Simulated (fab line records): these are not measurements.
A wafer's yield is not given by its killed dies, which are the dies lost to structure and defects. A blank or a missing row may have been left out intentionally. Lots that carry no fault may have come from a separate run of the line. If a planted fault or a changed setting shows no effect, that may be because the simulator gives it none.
Matching of chambers || flow nand-harc || NHARC_A_STAIRCASE_DEP_259 on pecvd-01: 3 sister chambers
The step deposits SiON, target thk 30 nm. 3 wafers are shown with their chamber, then 8 later ones without.

== WAFERS WITH THEIR CHAMBER ==
{"wafer": "L079.2", "chamber": 0, "showerhead-vpp-V (V)": 1223}
{"wafer": "L083.4", "chamber": 2, "showerhead-vpp-V (V)": 1078}
{"wafer": "L084.1", "chamber": 1, "showerhead-vpp-V (V)": 1107}

== WAFERS WITH NO CHAMBER GIVEN ==
{"wafer": "L084.2", "showerhead-vpp-V (V)": 1223}
{"wafer": "L084.4", "showerhead-vpp-V (V)": 1081}
{"wafer": "L096.3", "showerhead-vpp-V (V)": 1086}
{"wafer": "L096.4", "showerhead-vpp-V (V)": 1084}
{"wafer": "L096.6", "showerhead-vpp-V (V)": 1119}
{"wafer": "L097.2", "showerhead-vpp-V (V)": 1087}
{"wafer": "L097.4", "showerhead-vpp-V (V)": 1101}
{"wafer": "L097.5", "showerhead-vpp-V (V)": 1106}

== CHAMBER TAKEN BY EACH ==
{"wafer": "L084.2", "from the rows above": 0, "in truth": 0}
{"wafer": "L084.4", "from the rows above": 2, "in truth": 2}
{"wafer": "L096.3", "from the rows above": "can't be placed: 2 or 1", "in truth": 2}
{"wafer": "L096.4", "from the rows above": 2, "in truth": 2}
{"wafer": "L096.6", "from the rows above": 1, "in truth": 1}
{"wafer": "L097.2", "from the rows above": "can't be placed: 2 or 1", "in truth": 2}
{"wafer": "L097.4", "from the rows above": 1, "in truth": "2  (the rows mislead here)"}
{"wafer": "L097.5", "from the rows above": 1, "in truth": 1}
5 of 8 placed correctly. From these rows, 2 cannot be placed; in 2 the true chamber is one of the candidates. 1 placed wrongly.
How it was worked out, from the rows above alone: a wafer's distance from a chamber is the root of the sum, over the readings, of the square of ((its reading less the chamber's mean) divided by the reading's scatter). If the next closest chamber is less than 2 further off than the closest, the wafer can't be placed; otherwise it belongs to the closest. The mean given for a chamber averages the wafers shown for that chamber. The scatter: root of mean squared gap, hidden wafer to nearest shown wafer, with one shown wafer a chamber.
